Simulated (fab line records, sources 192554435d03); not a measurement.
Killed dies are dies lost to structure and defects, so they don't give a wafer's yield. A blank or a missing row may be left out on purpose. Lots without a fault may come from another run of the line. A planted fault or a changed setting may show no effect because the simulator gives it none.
Split-lot experiment | flow n5_finfet | 7 lots, 39 wafers read, on a route of 1938 steps

THE SPLIT
At N5_DUMMY_GATE_ETCH_37 (etches SOC in N2/H2, target depth 60 nm, overetch 30 nm), the setting source_w was moved away from the recipe's 840 W on 15 of the 39 wafers read, by -15.8% to +14.2%. The other wafers ran this setting at the recipe's value.

The reading is taken at the split's own step.

THE READING
rf_vpp_V, in V, at N5_DUMMY_GATE_ETCH_37 (etches SOC in N2/H2, target depth 60 nm, overetch 30 nm). Fault-free wafers of this fab line usually give 524 V, standard deviation 3.1 V.

wafer  | tool, chamber at the split | source_w as run, W | against the recipe | rf_vpp_V, V | against lot-mates on the recipe
L076.1 | rie_diel-06, 0             | 840                | recipe             | 524         | -
L076.2 | rie_diel-06, 2             | 840                | recipe             | 528         | -
L076.3 | rie_diel-06, 1             | 840                | recipe             | 524         | -
L076.4 | rie_diel-06, 3             | 840                | recipe             | 518         | -
L076.5 | rie_diel-06, 2             | 840                | recipe             | 528         | -
L076.6 | rie_diel-06, 1             | 840                | recipe             | 523         | -
L080.1 | rie_diel-06, 2             | 840                | recipe             | 526         | -
L080.2 | rie_diel-06, 3             | 902.7              | +7.5%              | 507         | -18
L080.3 | rie_diel-06, 0             | 902.7              | +7.5%              | 512         | -13
L080.4 | rie_diel-06, 1             | 840                | recipe             | 525         | -
L080.5 | rie_diel-06, 3             | 902.7              | +7.5%              | 506         | -19
L080.6 | rie_diel-06, 0             | 840                | recipe             | 525         | -
L081.1 | rie_diel-05, 3             | 707.4              | -15.8%             | 555         | +29
L081.2 | rie_diel-05, 1             | 840                | recipe             | 525         | -
L081.3 | rie_diel-05, 0             | 840                | recipe             | 526         | -
L081.4 | rie_diel-05, 2             | 707.4              | -15.8%             | 560         | +34
L081.5 | rie_diel-05, 0             | 840                | recipe             | 526         | -
L081.6 | rie_diel-05, 3             | 707.4              | -15.8%             | 557         | +31
L083.1 | rie_diel-05, 3             | 840                | recipe             | 525         | -
L083.2 | rie_diel-05, 2             | 958.9              | +14.2%             | 505         | -20
L083.3 | rie_diel-05, 0             | 840                | recipe             | 525         | -
L083.4 | rie_diel-05, 1             | 958.9              | +14.2%             | 503         | -22
L083.5 | rie_diel-05, 1             | 840                | recipe             | 526         | -
L083.6 | rie_diel-05, 2             | 958.9              | +14.2%             | 506         | -19
L088.1 | rie_diel-05, 3             | 840                | recipe             | 526         | -
L088.3 | rie_diel-05, 1             | 840                | recipe             | 526         | -
L088.6 | rie_diel-05, 1             | 840                | recipe             | 525         | -
L089.1 | rie_diel-02, 1             | 772.8              | -8.0%              | 536         | +12
L089.2 | rie_diel-02, 0             | 840                | recipe             | 524         | -
L089.3 | rie_diel-02, 2             | 772.8              | -8.0%              | 538         | +14
L089.4 | rie_diel-02, 2             | 840                | recipe             | 523         | -
L089.5 | rie_diel-02, 0             | 840                | recipe             | 524         | -
L089.6 | rie_diel-02, 1             | 772.8              | -8.0%              | 536         | +12
L095.1 | rie_diel-06, 0             | 729                | -13.2%             | 552         | +31
L095.2 | rie_diel-06, 3             | 840                | recipe             | 518         | -
L095.3 | rie_diel-06, 1             | 729                | -13.2%             | 549         | +28
L095.4 | rie_diel-06, 2             | 729                | -13.2%             | 552         | +31
L095.5 | rie_diel-06, 3             | 840                | recipe             | 519         | -
L095.6 | rie_diel-06, 0             | 840                | recipe             | 526         | -

THE FIT
A straight line over all 39 wafers: rf_vpp_V changes by -1.83 V for each +1% of source_w; r = -0.97; the points scatter about the line by 3.3 V.
The same after taking each lot's own level away (the mean of its wafers on the recipe; 39 wafers): -1.9 V for each +1%; r = -0.98; scatter 3.2 V.
On that fit, the largest move of source_w shifts the reading by 30 V.
The lots' own levels span 521.0 to 525.7 V, that is 1.5 times the standard deviation above.
So the lot-to-lot level changes the slope little: the two slopes agree.
Check: with one of the wafers moved furthest among these (-15.8%) left out of the fit, the line predicts +30.7 V for it against its lot-mates. It came out at +29.3 V against them.
Tool readings at the split's step, against how far the setting was moved: rf_vpp_V r = -0.97.

THE FILE'S OWN FIT
rf_vpp_V changes by -1.92 V for each +1% of source_w, r = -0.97.
